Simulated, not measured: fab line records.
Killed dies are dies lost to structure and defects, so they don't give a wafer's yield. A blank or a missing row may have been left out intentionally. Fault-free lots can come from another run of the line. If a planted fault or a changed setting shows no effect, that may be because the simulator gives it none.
fab line records ; flow n5Finfet
[record] lots = 7; wafers = 21
route steps=1938 shown SD_EPI_P@300 SD_ACTIVATION@331 HKMG_FIN@402
startH: hours from the record's first day to the start of the lot's first wafer shown ; waitH: how many hours have passed since the lot's step before this one ; " repeats the value in the row above ; L1.1+2: a row that stands for several wafers ; - no value, or no start was given ; * or withheld: withheld ; < > ~ a bound
route shown NAME@n: a module of which the file shows steps, and the number in the route of the first ; usual: the fault-free wafers' mean and standard deviation ; same: alike in all rows ; chamber/n: place in a boat ; sites: per-site readings ; _std_site: standard deviation of those values ; _edge_site: mean of outer sites minus mean of inner sites ; radiusMm: how far each site lies from the wafer's centre ; mask NAME#n: copy n ; behind: tool/chamber where the wafer was last shaped ; hold: what put the lot on hold/how long, in hours/how the hold closed ; device: whichever transistor did not switch (one of n, p or np) ; end of line: the route-end tests of the same wafers ; a step given without rows: its recipe and nothing more ; killed: dies that structure and defects cost at the first sort, which is not the same as the wafer's yield ; map: a wafer's dies, marking killed ones x, the rest . and places with no die _
set.NAME: the run value of the setting; set.NAME@STEP: its run value at that earlier step ; model.NAME: the simulator's own value behind a step, which no gauge read
lots where settings were altered on purpose, with a table for each step and a row for each wafer
[[steps]]
[step N5_SD_EPI_P_EXPOSE_06]
[recipe] maskId = SD_P_BLK; na = 1.35; sourceShape = conventional; sigmaOuter = 0.8; polarization = unpolarized; targetCdNm = 240; doseMj = 39.5
lot.wafer;tool;chamber;startH;waitH;mask;set.doseMj
L074.1;arfiScanner-02;0;59.86;-;SD_P_BLK#0;39.5
L074.2+6;arfiScanner-02;0;59.86;-;SD_P_BLK#0;41.79
L075.1+2+3;arfiScanner-01;0;61.94;-;SD_P_BLK#0;39.5
L082.2+3;arfiScanner-03;0;103.64;-;SD_P_BLK#0;41.5
L082.5;arfiScanner-03;0;103.64;-;SD_P_BLK#0;39.5
L084.2;arfiScanner-01;0;116.85;-;SD_P_BLK#0;40.58
L084.3+6;arfiScanner-01;0;116.85;-;SD_P_BLK#0;39.5
L085.1+4;arfiScanner-01;0;121.51;-;SD_P_BLK#0;40.3
L085.6;arfiScanner-01;0;121.51;-;SD_P_BLK#0;39.5
L087.1+2;arfiScanner-03;0;129.98;-;SD_P_BLK#0;39.5
L087.5;arfiScanner-03;0;129.98;-;SD_P_BLK#0;41.16
L097.1;arfiScanner-01;0;194.48;-;SD_P_BLK#0;39.5
L097.2+5;arfiScanner-01;0;194.48;-;SD_P_BLK#0;40.48
[step N5_SD_EPI_P_PEB_07]
[recipe] pebTempC = 110; pebTimeS = 60; resist = CAR-ArF-block
[step N5_SD_EPI_P_DEVELOP_08]
[recipe] developTimeS = 30; developer = TMAH; resist = CAR-ArF-block; devTempC = 23; rinseLiquid = diw; dry = airSpin
[step N5_SD_EPI_P_CD_MEAS_09]
[recipe] targetCdNm = 240; landingEnergyEv = 500; detector = seInlens
[usual] cdNm = 240.2/0.73
lot.wafer;tool;chamber;startH;waitH;set.doseMj@SD_EPI_P_EXPOSE_06;cdNm
L074.1;cdSem-02;0;59.99;-;39.5;240.2
L074.2;cdSem-02;0;59.99;-;41.79;244.4
L074.6;cdSem-02;0;59.99;-;41.79;244.1
L075.1;cdSem-01;0;62.06;-;39.5;239.7
L075.2;cdSem-01;0;62.06;-;39.5;239.5
L075.3;cdSem-01;0;62.06;-;39.5;239.6
L082.2;cdSem-02;0;103.76;-;41.5;244.0
L082.3;cdSem-02;0;103.76;-;41.5;244.6
L082.5;cdSem-02;0;103.76;-;39.5;240.7
L084.2;cdSem-02;0;116.98;-;40.58;243.3
L084.3;cdSem-02;0;116.98;-;39.5;239.4
L084.6;cdSem-02;0;116.98;-;39.5;240.6
L085.1;cdSem-01;0;121.63;-;40.3;242.0
L085.4;cdSem-01;0;121.63;-;40.3;242.1
L085.6;cdSem-01;0;121.63;-;39.5;241.5
L087.1;cdSem-02;0;130.10;-;39.5;240.2
L087.2;cdSem-02;0;130.10;-;39.5;240.3
L087.5;cdSem-02;0;130.10;-;41.16;242.8
L097.1;cdSem-02;0;194.61;-;39.5;241.0
L097.2;cdSem-02;0;194.61;-;40.48;242.3
L097.5;cdSem-02;0;194.61;-;40.48;242.5
[step N5_SD_EPI_P_DESCUM_14]
[recipe] chemistry = O2; timeS = 7.9; sourcePowerW = 50; biasPowerW = 20; pressureMtorr = 20; rfFrequencyHz = 2.712e+07; tempC = 40; resist = CAR-ArF-block; o2FlowSccm = 225
lot.wafer;tool;chamber;startH;waitH;set.doseMj@SD_EPI_P_EXPOSE_06;model.SD_EPI_P.cdNm
L074.1;rieDiel-05;3;60.08;0.0;39.5;240.2
L074.2+6;rieDiel-05;0,2;60.08;0.0;41.79;244.2
L075.1+2;rieDiel-05;3,2;62.15;0.0;39.5;239.6
L075.3;rieDiel-05;0;62.15;0.0;39.5;239.8
L082.2;rieDiel-02;3;104.36;0.5;41.5;243.6
L082.3;rieDiel-02;2;104.36;0.5;41.5;244.6
L082.5;rieDiel-02;3;104.36;0.5;39.5;240.6
L084.2;rieDiel-02;2;117.07;0.0;40.58;243
L084.3;rieDiel-02;1;117.07;0.0;39.5;239.4
L084.6;rieDiel-02;3;117.07;0.0;39.5;240.6
L085.1+4;rieDiel-02;2,0;122.01;0.3;40.3;242
L085.6;rieDiel-02;0;122.01;0.3;39.5;241.2
L087.1;rieDiel-02;2;130.20;0.0;39.5;240
L087.2;rieDiel-02;0;130.20;0.0;39.5;240.2
L087.5;rieDiel-02;2;130.20;0.0;41.16;242.8
L097.1;rieDiel-05;2;194.69;0.0;39.5;241.2
L097.2;rieDiel-05;1;194.69;0.0;40.48;242
L097.5;rieDiel-05;0;194.69;0.0;40.48;242.6
[step N5_SD_EPI_P_ETCH_36]
[recipe] chemistry = CF4; target = SiARC; targetDepthA = 455; maskMaterial = CAR-ArF-block; timeS = 75.8; ionEnergyEv = 80; pressureMtorr = 40; sourceW = 545; biasW = 36; Ar_flow_sccm = 100; cf4FlowSccm = 100; ends = cleared
lot.wafer;tool;chamber;startH;waitH;set.doseMj@SD_EPI_P_EXPOSE_06;model.SD_EPI_P.cdNm
L074.1;rieDiel-05;3;60.11;0.0;39.5;240
L074.2;rieDiel-05;0;60.11;0.0;41.79;244.4
L074.6;rieDiel-05;2;60.11;0.0;41.79;244.2
L075.1+2;rieDiel-05;3,2;62.19;0.0;39.5;239.6
L075.3;rieDiel-05;0;62.19;0.0;39.5;239.8
L082.2;rieDiel-02;3;104.39;0.0;41.5;243.6
L082.3;rieDiel-02;2;104.39;0.0;41.5;244.8
L082.5;rieDiel-02;3;104.39;0.0;39.5;240.6
L084.2;rieDiel-02;2;117.10;0.0;40.58;243
L084.3;rieDiel-02;1;117.10;0.0;39.5;239.4
L084.6;rieDiel-02;3;117.10;0.0;39.5;240.6
L085.1;rieDiel-02;2;122.04;0.0;40.3;242.4
L085.4;rieDiel-02;0;122.04;0.0;40.3;242
L085.6;rieDiel-02;0;122.04;0.0;39.5;241.2
L087.1;rieDiel-02;2;130.23;0.0;39.5;240.2
L087.2;rieDiel-02;0;130.23;0.0;39.5;240
L087.5;rieDiel-02;2;130.23;0.0;41.16;242.8
L097.1;rieDiel-05;2;194.73;0.0;39.5;241
L097.2;rieDiel-05;1;194.73;0.0;40.48;242
L097.5;rieDiel-05;0;194.73;0.0;40.48;242.8
[step N5_SD_EPI_P_ETCH_37]
[recipe] chemistry = N2/H2; target = SOC; overetchA = 1080; maskMaterial = SiARC; tempC = 40; ionEnergyEv = 100; sourceW = 3000; biasW = 133; pressureMtorr = 20; timeS = 486; n2FlowSccm = 200; h2FlowSccm = 200; ends = endPoint
lot.wafer;tool;chamber;startH;waitH;set.doseMj@SD_EPI_P_EXPOSE_06;model.SD_EPI_P.cdNm
L074.1;rieDiel-05;3;60.17;0.0;39.5;239.8
L074.2;rieDiel-05;0;60.17;0.0;41.79;243.8
L074.6;rieDiel-05;2;60.17;0.0;41.79;243.4
L075.1;rieDiel-05;3;62.24;0.0;39.5;239.8
L075.2;rieDiel-05;2;62.24;0.0;39.5;240
L075.3;rieDiel-05;0;62.24;0.0;39.5;240.4
L082.2;rieDiel-02;3;104.45;0.0;41.5;242.8
L082.3;rieDiel-02;2;104.45;0.0;41.5;244.4
L082.5;rieDiel-02;3;104.45;0.0;39.5;239.6
L084.2;rieDiel-02;2;117.16;0.0;40.58;241.8
L084.3;rieDiel-02;1;117.16;0.0;39.5;238.6
L084.6;rieDiel-02;3;117.16;0.0;39.5;240
L085.1;rieDiel-02;2;122.10;0.0;40.3;242.8
L085.4;rieDiel-02;0;122.10;0.0;40.3;241.6
L085.6;rieDiel-02;0;122.10;0.0;39.5;241.6
L087.1;rieDiel-02;2;130.29;0.0;39.5;240.4
L087.2;rieDiel-02;0;130.29;0.0;39.5;239.2
L087.5;rieDiel-02;2;130.29;0.0;41.16;243.4
L097.1;rieDiel-05;2;194.79;0.0;39.5;240
L097.2;rieDiel-05;1;194.79;0.0;40.48;241.6
L097.5;rieDiel-05;0;194.79;0.0;40.48;242.2
[step N5_SD_EPI_P_STRIP_38]
[recipe] chemistry = N2/H2; tempC = 40; n2FlowSccm = 200; h2FlowSccm = 200; rfFrequencyHz = 6e+07
[step N5_SD_EPI_P_ETCHBACK_46]
[recipe] chemistry = CH3F/O2; mode = anisotropicEtchback; target = SiNx; targetDepthA = 175; stopOn = SiO2; overEtchFrac = 0.3; ionEnergyEv = 120; pressureMtorr = 30; sourceW = 395; biasW = 73; Ar_flow_sccm = 150; CH3F_flow_sccm = 30; O2_flow_sccm = 20
lot.wafer;tool;chamber;startH;waitH;set.doseMj@SD_EPI_P_EXPOSE_06;model.SD_EPI_P.cdNm
L074.1;rieDiel-05;3;60.49;0.0;39.5;239.8
L074.2;rieDiel-05;0;60.49;0.0;41.79;243.8
L074.6;rieDiel-05;2;60.49;0.0;41.79;243.4
L075.1+2;rieDiel-05;3,2;62.57;0.0;39.5;240
L075.3;rieDiel-05;0;62.57;0.0;39.5;240.6
L082.2;rieDiel-02;3;104.77;0.0;41.5;242.8
L082.3;rieDiel-02;2;104.77;0.0;41.5;244.2
L082.5;rieDiel-02;3;104.77;0.0;39.5;239.8
L084.2;rieDiel-02;2;117.48;0.0;40.58;241.8
L084.3;rieDiel-02;1;117.48;0.0;39.5;238.6
L084.6;rieDiel-02;3;117.48;0.0;39.5;240
L085.1;rieDiel-02;2;122.42;0.0;40.3;242.8
L085.4;rieDiel-02;0;122.42;0.0;40.3;241.4
L085.6;rieDiel-02;0;122.42;0.0;39.5;241.4
L087.1;rieDiel-02;2;130.61;0.0;39.5;240.4
L087.2;rieDiel-02;0;130.61;0.0;39.5;239.2
L087.5;rieDiel-02;2;130.61;0.0;41.16;243.6
L097.1;rieDiel-05;2;195.11;0.0;39.5;240.2
L097.2;rieDiel-05;1;195.11;0.0;40.48;241.4
L097.5;rieDiel-05;0;195.11;0.0;40.48;242.2
[step N5_SD_EPI_P_ETCH_47]
[recipe] chemistry = CH3F/O2; target = SiOCN; targetDepthA = 250; maskMaterial = SOC; ionEnergyEv = 60; biasW = 29; pressureMtorr = 30; sourceW = 410; Ar_flow_sccm = 150; CH3F_flow_sccm = 30; O2_flow_sccm = 20
lot.wafer;tool;chamber;startH;waitH;set.doseMj@SD_EPI_P_EXPOSE_06;model.SD_EPI_P.cdNm
L074.1;rieDiel-05;3;60.59;0.1;39.5;240
L074.2;rieDiel-05;0;60.59;0.1;41.79;243.8
L074.6;rieDiel-05;2;60.59;0.1;41.79;243.4
L075.1+2;rieDiel-05;3,2;62.67;0.1;39.5;240
L075.3;rieDiel-05;0;62.67;0.1;39.5;240.6
L082.2;rieDiel-02;3;104.87;0.1;41.5;242.8
L082.3;rieDiel-02;2;104.87;0.1;41.5;244.2
L082.5;rieDiel-02;3;104.87;0.1;39.5;239.8
L084.2;rieDiel-02;2;117.58;0.1;40.58;241.6
L084.3;rieDiel-02;1;117.58;0.1;39.5;238.6
L084.6;rieDiel-02;3;117.58;0.1;39.5;240
L085.1;rieDiel-02;2;122.52;0.1;40.3;242.8
L085.4;rieDiel-02;0;122.52;0.1;40.3;241.6
L085.6;rieDiel-02;0;122.52;0.1;39.5;241.6
L087.1;rieDiel-02;2;130.71;0.1;39.5;240.4
L087.2;rieDiel-02;0;130.71;0.1;39.5;239.2
L087.5;rieDiel-02;2;130.71;0.1;41.16;243.4
L097.1;rieDiel-05;2;195.21;0.1;39.5;240.2
L097.2;rieDiel-05;1;195.21;0.1;40.48;241.4
L097.5;rieDiel-05;0;195.21;0.1;40.48;242.2
[step N5_SD_EPI_P_ETCH_16]
[recipe] chemistry = CHF3/O2; target = SiO2; targetDepthA = 50; maskMaterial = SOC; pressureMtorr = 30; sourceW = 650; biasW = 170; Ar_flow_sccm = 200; CHF3_flow_sccm = 50; O2_flow_sccm = 5; ionEnergyEv = 200
lot.wafer;tool;chamber;startH;waitH;set.targetDepthA;model.etch.depthNm
L074.1;rieDiel-05;3;60.69;0.1;50;4.933
L074.2;rieDiel-05;0;60.69;0.1;50;5.062
L074.6;rieDiel-05;2;60.69;0.1;50;4.967
L075.1;rieDiel-05;3;62.77;0.1;50;4.965
L075.2;rieDiel-05;2;62.77;0.1;50;4.96
L075.3;rieDiel-05;0;62.77;0.1;50;5.013
L082.2;rieDiel-02;3;104.97;0.1;50;4.99
L082.3;rieDiel-02;2;104.97;0.1;50;5.02
L082.5;rieDiel-02;3;104.97;0.1;50;4.966
L084.2;rieDiel-02;2;117.68;0.1;50;5.033
L084.3;rieDiel-02;1;117.68;0.1;44.78;4.489
L084.6;rieDiel-02;3;117.68;0.1;44.78;4.529
L085.1;rieDiel-02;2;122.62;0.1;54.02;5.412
L085.4;rieDiel-02;0;122.62;0.1;50;4.939
L085.6;rieDiel-02;0;122.62;0.1;50;4.916
L087.1;rieDiel-02;2;130.81;0.1;50;4.979
L087.2;rieDiel-02;0;130.81;0.1;50;4.919
L087.5;rieDiel-02;2;130.81;0.1;50;5.025
L097.1;rieDiel-05;2;195.31;0.1;45.35;4.451
L097.2;rieDiel-05;1;195.31;0.1;50;5.051
L097.5;rieDiel-05;0;195.31;0.1;50;4.958
[step N5_SD_EPI_P_STRIP_50]
[recipe] chemistry = CHF3/O2; resist = SiARC; rfFrequencyHz = 6e+07
[step N5_SD_EPI_P_SD_RECESS_17]
[recipe] chemistry = HBr/Cl2/O2; targetDepthA = 391; btTimeS = 3; pressureMtorr = 10; icpW = 800; biasW = 112; HBr_flow_sccm = 150; Cl2_flow_sccm = 80; O2_flow_sccm = 12
lot.wafer;tool;chamber;startH;waitH;set.doseMj@SD_EPI_P_EXPOSE_06;model.SD_EPI_P.cdNm
L074.1;rieSi-03;0;60.76;0.0;39.5;240
L074.2;rieSi-03;1;60.76;0.0;41.79;243.8
L074.6;rieSi-03;0;60.76;0.0;41.79;243.4
L075.1;rieSi-06;2;62.85;0.0;39.5;240
L075.2;rieSi-06;3;62.85;0.0;39.5;239.8
L075.3;rieSi-06;0;62.85;0.0;39.5;240.4
L082.2;rieSi-04;0;105.04;0.0;41.5;242.8
L082.3;rieSi-04;3;105.04;0.0;41.5;244.2
L082.5;rieSi-04;0;105.04;0.0;39.5;239.8
L084.2;rieSi-03;3;117.75;0.0;40.58;241.6
L084.3;rieSi-03;2;117.75;0.0;39.5;238.6
L084.6;rieSi-03;2;117.75;0.0;39.5;240
L085.1;rieSi-06;1;122.70;0.0;40.3;242.6
L085.4;rieSi-06;2;122.70;0.0;40.3;241.6
L085.6;rieSi-06;0;122.70;0.0;39.5;241.4
L087.1;rieSi-03;2;130.88;0.0;39.5;240.4
L087.2;rieSi-03;1;130.88;0.0;39.5;239.2
L087.5;rieSi-03;0;130.88;0.0;41.16;243.4
L097.1;rieSi-06;1;195.38;0.0;39.5;240
L097.2;rieSi-06;0;195.38;0.0;40.48;241.4
L097.5;rieSi-06;1;195.38;0.0;40.48;242.2
[step N5_SD_EPI_P_EPI_21]
[recipe] material = SiGe:B; dopant = B; tempC = 550; pressureTorr = 20; ambient = H2; timeS = 355
lot.wafer;tool;chamber;startH;waitH;set.tempC;model.SiGe-B_of_SD_EPI_P_EPI_21.thkNm
L074.1;epiRpcvd-01;0;61.56;0.2;553.1;66.8
L074.2;epiRpcvd-01;0;61.56;0.2;553.1;66
L074.6;epiRpcvd-01;0;63.96;2.4;550;62.2
L075.1;epiRpcvd-01;0;64.92;0.2;550;61.8
L075.2;epiRpcvd-01;0;64.92;0.2;550;61.6
L075.3;epiRpcvd-01;0;64.92;0.2;550;62
L082.2+5;epiRpcvd-03;0;106.07;0.5;550;61.8
L082.3;epiRpcvd-03;0;106.07;0.5;548.9;60
L084.2;epiRpcvd-02;0;118.77;0.5;550;61.4
L084.3;epiRpcvd-02;0;118.77;0.5;550;61
L084.6;epiRpcvd-02;0;120.21;1.8;550;60.8
L085.1;epiRpcvd-01;0;123.64;0.3;548.3;59.6
L085.4;epiRpcvd-01;0;125.56;2.0;548.3;60
L085.6;epiRpcvd-01;0;126.84;3.2;550;61.6
L087.1+2+5;epiRpcvd-02;0;131.54;0.1;550;60.2
L097.1;epiRpcvd-03;0;196.10;0.1;550;60.8
L097.2;epiRpcvd-03;0;196.10;0.1;550;61.4
L097.5;epiRpcvd-03;0;197.54;1.5;550;61.6
[step N5_SD_EPI_P_HM_STRIP_48]
[recipe] chemistry = H3PO4; tempC = 160; material = SiNx; target = SiNx; targetDepthA = 30; overetchFraction = 0.3
lot.wafer;tool;chamber;startH;waitH;set.tempC@SD_EPI_P_EPI_21;model.SiGe-B_of_SD_EPI_P_EPI_21.thkNm
L074.1;wetBench-02;5;64.51;0.0;553.1;66.4
L074.2;wetBench-02;0;64.51;0.0;553.1;65.8
L074.6;wetBench-02;2;64.51;0.0;550;61.8
L075.1;wetBench-05;3;67.87;0.0;550;61.4
L075.2;wetBench-05;2;67.87;0.0;550;61.2
L075.3;wetBench-05;4;67.87;0.0;550;61.6
L082.2;wetBench-02;2;107.94;0.0;550;61.4
L082.3;wetBench-02;1;107.94;0.0;548.9;59.8
L082.5;wetBench-02;6;107.94;0.0;550;61.6
L084.2;wetBench-05;5;120.65;0.0;550;61
L084.3+6;wetBench-05;4,3;120.65;0.0;550;60.6
L085.1;wetBench-05;4;127.55;0.0;548.3;59.4
L085.4;wetBench-05;0;127.55;0.0;548.3;59.6
L085.6;wetBench-05;1;127.55;0.0;550;61.4
L087.1+2+5;wetBench-05;6,5,3;133.78;0.0;550;60
L097.1;wetBench-04;5;198.33;0.0;550;60.4
L097.2;wetBench-04;1;198.33;0.0;550;61
L097.5;wetBench-04;0;198.33;0.0;550;61.4
[step N5_SD_ACTIVATION_LSA_01]
[recipe] tempC = 1080; timeS = 0.0008; ambient = N2
[usual] wafer_temp_C_max = 1083.5/0.9
lot.wafer;tool;chamber;startH;waitH;set.tempC;wafer_temp_C_max
L074.1;laserAnneal-02;0;65.12;0.2;1080;1083.9
L074.2;laserAnneal-02;0;65.12;0.2;1080;1084.8
L074.6;laserAnneal-02;0;65.12;0.2;1080;1084.1
L075.1;laserAnneal-01;0;70.28;0.2;1080;1083.3
L075.2;laserAnneal-01;0;70.28;0.2;1080;1084.0
L075.3;laserAnneal-01;0;70.28;0.2;1080;1082.6
L082.2;laserAnneal-01;0;108.34;0.2;1080;1083.3
L082.3;laserAnneal-01;0;108.34;0.2;1062;1064.6
L082.5;laserAnneal-01;0;108.34;0.2;1062;1065.5
L084.2;laserAnneal-01;0;121.04;0.2;1109;1111.8
L084.3;laserAnneal-01;0;121.04;0.2;1080;1082.9
L084.6;laserAnneal-01;0;121.04;0.2;1109;1113.1
L085.1;laserAnneal-02;0;127.91;0.2;1080;1083.3
L085.4;laserAnneal-02;0;127.91;0.2;1080;1084.5
L085.6;laserAnneal-02;0;127.91;0.2;1080;1084.9
L087.1;laserAnneal-02;0;134.31;0.2;1080;1083.4
L087.2;laserAnneal-02;0;134.31;0.2;1080;1084.7
L087.5;laserAnneal-02;0;134.31;0.2;1080;1083.3
L097.1;laserAnneal-02;0;198.70;0.2;1067;1071.6
L097.2;laserAnneal-02;0;198.70;0.2;1080;1083.7
L097.5;laserAnneal-02;0;198.70;0.2;1080;1084.2
[step N5_SD_ACTIVATION_RS_MEAS_03]
[recipe] thkMeasGauge = four-point-probe
[usual] RS_SD_N = 21.86/0.23; RS_SD_P = 55.8/0.89
lot.wafer;tool;chamber;startH;waitH;set.tempC@SD_EPI_P_EPI_21;set.tempC@SD_ACTIVATION_LSA_01;RS_SD_N[ohm/sq];RS_SD_P[ohm/sq]
L074.1;filmMetro-01;-;65.33;0.2;553.1;1080;21.94;51.3
L074.2;filmMetro-01;-;65.33;0.2;553.1;1080;21.56;51.4
L074.6;filmMetro-01;-;65.33;0.2;550;1080;21.94;54.5
L075.1;filmMetro-01;-;70.49;0.2;550;1080;21.89;54.4
L075.2;filmMetro-01;-;70.49;0.2;550;1080;21.61;54.9
L075.3;filmMetro-01;-;70.49;0.2;550;1080;21.97;54.3
L082.2;filmMetro-02;-;108.53;0.2;550;1080;21.89;54.4
L082.3;filmMetro-02;-;108.53;0.2;548.9;1062;23.69;56.9
L082.5;filmMetro-02;-;108.53;0.2;550;1062;24.43;54.5
L084.2;filmMetro-02;-;121.24;0.2;550;1109;18.82;55.4
L084.3;filmMetro-02;-;121.24;0.2;550;1080;22.31;56.0
L084.6;filmMetro-02;-;121.24;0.2;550;1109;19.09;55.8
L085.1;filmMetro-01;-;128.12;0.2;548.3;1080;21.92;58.2
L085.4;filmMetro-01;-;128.12;0.2;548.3;1080;21.73;58.2
L085.6;filmMetro-01;-;128.12;0.2;550;1080;21.80;56.2
L087.1;filmMetro-02;-;134.52;0.2;550;1080;21.88;56.2
L087.2;filmMetro-02;-;134.52;0.2;550;1080;21.57;56.1
L087.5;filmMetro-02;-;134.52;0.2;550;1080;22.04;56.5
L097.1;filmMetro-02;-;198.91;0.2;550;1067;23.49;56.0
L097.2;filmMetro-02;-;198.91;0.2;550;1080;22.28;55.2
L097.5;filmMetro-02;-;198.91;0.2;550;1080;22.15;54.8
[step N5_HKMG_FIN_ETCH_54]
[recipe] chemistry = CF4; target = SiARC; targetDepthA = 455; maskMaterial = CAR-ArF; timeS = 75.8; ionEnergyEv = 80; pressureMtorr = 40; sourceW = 545; biasW = 36; Ar_flow_sccm = 100; cf4FlowSccm = 100; ends = cleared
[usual] etchRfOnTimeS = 75.8/1.1
lot.wafer;tool;chamber;startH;waitH;set.sourceW;etchRfOnTimeS
L074.1;rieDiel-06;1;78.15;0.0;545;74.5
L074.2;rieDiel-06;2;78.15;0.0;545;75.7
L074.6;rieDiel-06;1;78.15;0.0;545;74.7
L075.1;rieDiel-06;1;83.49;0.0;545;74.7
L075.2;rieDiel-06;0;83.49;0.0;545;75.1
L075.3;rieDiel-06;3;83.49;0.0;545;73.1
L082.2;rieDiel-06;2;121.29;0.0;479.1;84.4
L082.3;rieDiel-06;1;121.29;0.0;479.1;84.0
L082.5;rieDiel-06;1;121.29;0.0;479.1;83.0
L084.2;rieDiel-03;0;135.01;0.0;545;76.9
L084.3;rieDiel-03;1;135.01;0.0;609.7;69.7
L084.6;rieDiel-03;2;135.01;0.0;545;75.6
L085.1;rieDiel-01;0;141.74;0.0;545;76.5
L085.4;rieDiel-01;2;141.74;0.0;604.6;69.1
L085.6;rieDiel-01;1;141.74;0.0;604.6;67.7
L087.1;rieDiel-03;1;147.37;0.0;545;76.6
L087.2;rieDiel-03;2;147.37;0.0;545;75.9
L087.5;rieDiel-03;3;147.37;0.0;545;77.7
L097.1;rieDiel-03;1;212.18;0.0;545;76.2
L097.2;rieDiel-03;3;212.18;0.0;545;77.2
L097.5;rieDiel-03;2;212.18;0.0;545;75.4
[step N5_HKMG_FIN_CVD_62]
[recipe] material = a-Si; targetThkA = 30; tempC = 500; precursor = Si2H6; pressureTorr = 1; timeS = 20.8
lot.wafer;tool;chamber;startH;waitH;set.tempC;model.a-Si_of_HKMG_FIN_CVD_62.thkNm
L074.1+2+6;thermalCvdSi-02;1,0,1;79.84;0.2;500;3
L075.1+2+3;thermalCvdSi-01;1,2,0;85.19;0.2;500;3.2
L082.2;thermalCvdSi-02;0;122.99;0.2;507.5;3.8
L082.3;thermalCvdSi-02;2;122.99;0.2;507.5;3.6
L082.5;thermalCvdSi-02;1;122.99;0.2;500;3
L084.2;thermalCvdSi-02;2;136.71;0.2;500;2.8
L084.3+6;thermalCvdSi-02;0;136.71;0.2;515.6;4.6
L085.1;thermalCvdSi-01;2;143.43;0.2;500;3
L085.4;thermalCvdSi-01;0;143.43;0.2;515.7;4.6
L085.6;thermalCvdSi-01;1;143.43;0.2;515.7;4.8
L087.1+2;thermalCvdSi-01;2,1;149.06;0.2;500;3
L087.5;thermalCvdSi-01;0;149.06;0.2;500;2.8
L097.1+5;thermalCvdSi-01;1;213.88;0.2;510.1;4
L097.2;thermalCvdSi-01;2;213.88;0.2;500;3.2
[[key]]
[split] step = N5_SD_EPI_P_EXPOSE_06; setting = doseMj; stated = 39.5; by = wafer
[response] step = N5_SD_EPI_P_CD_MEAS_09; reading = cdNm; change = +0.697; per = 1%; r = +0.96
[response] step = N5_SD_EPI_P_DESCUM_14; reading = model.SD_EPI_P.cdNm; change = +0.685; per = 1%; r = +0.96
[response] step = N5_SD_EPI_P_ETCH_36; reading = model.SD_EPI_P.cdNm; change = +0.721; per = 1%; r = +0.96
[response] step = N5_SD_EPI_P_ETCH_37; reading = model.SD_EPI_P.cdNm; change = +0.742; per = 1%; r = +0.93
[response] step = N5_SD_EPI_P_ETCHBACK_46; reading = model.SD_EPI_P.cdNm; change = +0.729; per = 1%; r = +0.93
[response] step = N5_SD_EPI_P_ETCH_47; reading = model.SD_EPI_P.cdNm; change = +0.7; per = 1%; r = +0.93
[response] step = N5_SD_EPI_P_SD_RECESS_17; reading = model.SD_EPI_P.cdNm; change = +0.707; per = 1%; r = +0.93
[split] step = N5_SD_EPI_P_ETCH_16; setting = targetDepthA; stated = 50; by = wafer
[response] step = N5_SD_EPI_P_ETCH_16; reading = model.etch.depthNm; change = +0.0558; per = 1%; r = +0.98
[split] step = N5_SD_EPI_P_EPI_21; setting = tempC; stated = 550; by = wafer
[response] step = N5_SD_EPI_P_EPI_21; reading = model.SiGe-B_of_SD_EPI_P_EPI_21.thkNm; change = +7.25; per = 1%; r = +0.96
[response] step = N5_SD_EPI_P_HM_STRIP_48; reading = model.SiGe-B_of_SD_EPI_P_EPI_21.thkNm; change = +7.39; per = 1%; r = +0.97
[response] step = N5_SD_ACTIVATION_RS_MEAS_03; reading = RS_SD_P; change = -6.42; per = 1%; r = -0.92
[split] step = N5_SD_ACTIVATION_LSA_01; setting = tempC; stated = 1080; by = wafer
[response] step = N5_SD_ACTIVATION_LSA_01; reading = wafer_temp_C_max; change = *; per = 1%; r = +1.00
[response] step = N5_SD_ACTIVATION_RS_MEAS_03; reading = RS_SD_N; change = -1.24; per = 1%; r = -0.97
[split] step = N5_HKMG_FIN_ETCH_54; setting = sourceW; stated = 545; by = wafer
[response] step = N5_HKMG_FIN_ETCH_54; reading = etchRfOnTimeS; change = *; per = 1%; r = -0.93
[split] step = N5_HKMG_FIN_CVD_62; setting = tempC; stated = 500; by = wafer
[response] step = N5_HKMG_FIN_CVD_62; reading = model.a-Si_of_HKMG_FIN_CVD_62.thkNm; change = +0.525; per = 1%; r = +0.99
